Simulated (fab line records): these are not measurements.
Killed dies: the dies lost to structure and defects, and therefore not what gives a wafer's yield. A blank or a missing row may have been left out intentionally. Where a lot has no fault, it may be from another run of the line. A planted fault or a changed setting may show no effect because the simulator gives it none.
Matching of chambers :: flow n5Finfet :: N5_BEOL_M2_ALD_98 on aldSin-03 has 4 sister chambers
The step deposits SiO2, target thk 2.5 nm, pulse time 1 s, co reactant pulse time 1 s. 22 wafers are shown with their chamber, then 11 later ones without.

== WAFERS, EACH WITH ITS CHAMBER ==
wafer: L074.2
chamber: 2
heaterPowerW (W): 96
heaterPowerOuterW (W): 51
precursorPulseHeightRel: 1.009

wafer: L074.5
chamber: 1
heaterPowerW (W): 78
heaterPowerOuterW (W): 37
precursorPulseHeightRel: 0.975

wafer: L074.6
chamber: 0
heaterPowerW (W): 75
heaterPowerOuterW (W): 41
precursorPulseHeightRel: 1.022

wafer: L079.3
chamber: 3
heaterPowerW (W): 66
heaterPowerOuterW (W): 33
precursorPulseHeightRel: 0.983

wafer: L079.5
chamber: 3
heaterPowerW (W): 64
heaterPowerOuterW (W): 33
precursorPulseHeightRel: 1.010

wafer: L079.6
chamber: 2
heaterPowerW (W): 99
heaterPowerOuterW (W): 53
precursorPulseHeightRel: 0.998

wafer: L081.1
chamber: 1
heaterPowerW (W): 78
heaterPowerOuterW (W): 39
precursorPulseHeightRel: 1.004

wafer: L081.3
chamber: 3
heaterPowerW (W): 66
heaterPowerOuterW (W): 33
precursorPulseHeightRel: 1.012

wafer: L081.6
chamber: 2
heaterPowerW (W): 99
heaterPowerOuterW (W): 53
precursorPulseHeightRel: 0.990

wafer: L083.1
chamber: 0
heaterPowerW (W): 75
heaterPowerOuterW (W): 40
precursorPulseHeightRel: 0.976

wafer: L083.4
chamber: 3
heaterPowerW (W): 66
heaterPowerOuterW (W): 34
precursorPulseHeightRel: 0.992

wafer: L083.6
chamber: 1
heaterPowerW (W): 79
heaterPowerOuterW (W): 38
precursorPulseHeightRel: 0.993

wafer: L084.1
chamber: 0
heaterPowerW (W): 74
heaterPowerOuterW (W): 41
precursorPulseHeightRel: 0.997

wafer: L084.2
chamber: 1
heaterPowerW (W): 79
heaterPowerOuterW (W): 38
precursorPulseHeightRel: 0.988

wafer: L084.4
chamber: 0
heaterPowerW (W): 73
heaterPowerOuterW (W): 40
precursorPulseHeightRel: 0.984

wafer: L085.2
chamber: 3
heaterPowerW (W): 65
heaterPowerOuterW (W): 33
precursorPulseHeightRel: 0.995

wafer: L085.3
chamber: 1
heaterPowerW (W): 79
heaterPowerOuterW (W): 38
precursorPulseHeightRel: 0.996

wafer: L085.6
chamber: 0
heaterPowerW (W): 74
heaterPowerOuterW (W): 41
precursorPulseHeightRel: 0.971

wafer: L089.2
chamber: 2
heaterPowerW (W): 99
heaterPowerOuterW (W): 51
precursorPulseHeightRel: 0.984

wafer: L089.4
chamber: 1
heaterPowerW (W): 77
heaterPowerOuterW (W): 38
precursorPulseHeightRel: 0.978

wafer: L089.5
chamber: 3
heaterPowerW (W): 65
heaterPowerOuterW (W): 33
precursorPulseHeightRel: 1.007

wafer: L091.1
chamber: 1
heaterPowerW (W): 80
heaterPowerOuterW (W): 37
precursorPulseHeightRel: 0.999

SIGNATURES, as means of the wafers listed above
reading: heaterPowerW
chamber 0: 74.20
chamber 1: 78.57
chamber 2: 98.25
chamber 3: 65.33
scatter within a chamber: 1.02

reading: heaterPowerOuterW
chamber 0: 40.60
chamber 1: 37.86
chamber 2: 52.00
chamber 3: 33.17
scatter within a chamber: 0.703

reading: precursorPulseHeightRel
chamber 0: 0.99000
chamber 1: 0.99043
chamber 2: 0.99525
chamber 3: 0.99983
scatter within a chamber: 0.0137
Rule: distance of a wafer from a chamber = root of the sum over the readings of ((wafer's reading minus chamber's mean) / reading's scatter) squared. The wafer belongs to the nearest chamber; if the next one is less than 2 further off, it can't be placed. The scatter is the square root of a quotient: the sum, over the shown wafers, of each reading's squared deviation from its chamber's mean, divided by wafers minus chambers.

== WAFERS WHOSE CHAMBER IS MISSING ==
wafer: L091.4
heaterPowerW (W): 75
heaterPowerOuterW (W): 40
precursorPulseHeightRel: 0.997

wafer: L091.6
heaterPowerW (W): 78
heaterPowerOuterW (W): 37
precursorPulseHeightRel: 1.012

wafer: L096.1
heaterPowerW (W): 75
heaterPowerOuterW (W): 41
precursorPulseHeightRel: 0.981

wafer: L096.2
heaterPowerW (W): 79
heaterPowerOuterW (W): 38
precursorPulseHeightRel: 0.941

wafer: L096.3
heaterPowerW (W): 66
heaterPowerOuterW (W): 34
precursorPulseHeightRel: 0.987

wafer: L095.1
heaterPowerW (W): 79
heaterPowerOuterW (W): 39
precursorPulseHeightRel: 1.000

wafer: L095.2
heaterPowerW (W): 76
heaterPowerOuterW (W): 41
precursorPulseHeightRel: 0.979

wafer: L095.4
heaterPowerW (W): 67
heaterPowerOuterW (W): 33
precursorPulseHeightRel: 0.997

wafer: L097.4
heaterPowerW (W): 66
heaterPowerOuterW (W): 33
precursorPulseHeightRel: 0.967

wafer: L097.5
heaterPowerW (W): 98
heaterPowerOuterW (W): 53
precursorPulseHeightRel: 1.004

wafer: L097.6
heaterPowerW (W): 66
heaterPowerOuterW (W): 33
precursorPulseHeightRel: 1.011

== EACH ONE'S CHAMBER ==
wafer: L091.4
from the rows above: 0
in truth: 0

wafer: L091.6
from the rows above: 1
in truth: 1

wafer: L096.1
from the rows above: 0
in truth: 0

wafer: L096.2
from the rows above: 1
in truth: 1

wafer: L096.3
from the rows above: 3
in truth: 3

wafer: L095.1
from the rows above: 1
in truth: 1

wafer: L095.2
from the rows above: 0
in truth: 0

wafer: L095.4
from the rows above: 3
in truth: 3

wafer: L097.4
from the rows above: 3
in truth: 3

wafer: L097.5
from the rows above: 2
in truth: 2

wafer: L097.6
from the rows above: 3
in truth: 3
Correctly placed: 11 of 11. Not placeable from these rows: 0. Wrongly placed: 0.
